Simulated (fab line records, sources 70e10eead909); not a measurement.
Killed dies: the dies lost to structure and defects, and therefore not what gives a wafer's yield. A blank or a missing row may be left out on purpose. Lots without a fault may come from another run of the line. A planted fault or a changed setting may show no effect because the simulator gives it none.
Matching of chambers / flow nand_harc / NHARC_A_M0_PRE_CLEAN_31 on pecvd-02: 3 sister chambers
The step time 12 s. 20 wafers are shown with their chamber, then 10 later ones without.

EACH WAFER AND ITS CHAMBER
wafer=L074.1; chamber=0; heater_power_w (W)=575
wafer=L074.2; chamber=1; heater_power_w (W)=580
wafer=L074.3; chamber=2; heater_power_w (W)=627
wafer=L080.3; chamber=1; heater_power_w (W)=534
wafer=L080.4; chamber=1; heater_power_w (W)=539
wafer=L080.5; chamber=0; heater_power_w (W)=664
wafer=L079.1; chamber=0; heater_power_w (W)=644
wafer=L079.4; chamber=0; heater_power_w (W)=640
wafer=L079.5; chamber=2; heater_power_w (W)=621
wafer=L081.2; chamber=1; heater_power_w (W)=522
wafer=L081.3; chamber=2; heater_power_w (W)=579
wafer=L081.5; chamber=2; heater_power_w (W)=587
wafer=L083.1; chamber=0; heater_power_w (W)=664
wafer=L083.5; chamber=1; heater_power_w (W)=511
wafer=L083.6; chamber=0; heater_power_w (W)=669
wafer=L085.3; chamber=0; heater_power_w (W)=660
wafer=L085.4; chamber=0; heater_power_w (W)=672
wafer=L085.6; chamber=1; heater_power_w (W)=488
wafer=L087.1; chamber=1; heater_power_w (W)=552
wafer=L087.3; chamber=2; heater_power_w (W)=609

SIGNATURES (averages over the wafers above)
reading=heater_power_w; chamber 0=648.50; chamber 1=532.29; chamber 2=604.60; scatter within a chamber=28.8
Rule: for a wafer and a chamber, the distance is found by dividing, reading by reading, the gap between the wafer's reading and the chamber's mean by the reading's scatter, squaring, summing and taking the root. If the next closest chamber is less than 2 further off than the closest, the wafer can't be placed; otherwise it belongs to the closest. The scatter is the square root of a quotient: the sum, over the shown wafers, of each reading's squared deviation from its chamber's mean, divided by wafers minus chambers.

WAFERS MISSING THEIR CHAMBER
wafer=L087.4; heater_power_w (W)=554
wafer=L091.2; heater_power_w (W)=697
wafer=L091.3; heater_power_w (W)=487
wafer=L091.5; heater_power_w (W)=701
wafer=L096.4; heater_power_w (W)=685
wafer=L096.5; heater_power_w (W)=661
wafer=L096.6; heater_power_w (W)=489
wafer=L097.2; heater_power_w (W)=546
wafer=L097.3; heater_power_w (W)=637
wafer=L097.4; heater_power_w (W)=653

CHAMBER TAKEN BY EACH
wafer=L087.4; from the rows above=can't be placed: 1 or 2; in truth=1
wafer=L091.2; from the rows above=can't be placed: 0 or 2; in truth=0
wafer=L091.3; from the rows above=1; in truth=1
wafer=L091.5; from the rows above=can't be placed: 0 or 2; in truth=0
wafer=L096.4; from the rows above=can't be placed: 0 or 2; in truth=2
wafer=L096.5; from the rows above=can't be placed: 0 or 2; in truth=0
wafer=L096.6; from the rows above=1; in truth=1
wafer=L097.2; from the rows above=can't be placed: 1 or 2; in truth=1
wafer=L097.3; from the rows above=can't be placed: 0 or 2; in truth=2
wafer=L097.4; from the rows above=can't be placed: 0 or 2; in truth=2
2 of 10 placed correctly. Cannot be placed on the basis of these rows: 8; the candidates contain the true chamber in 8. Wrongly placed: 0.
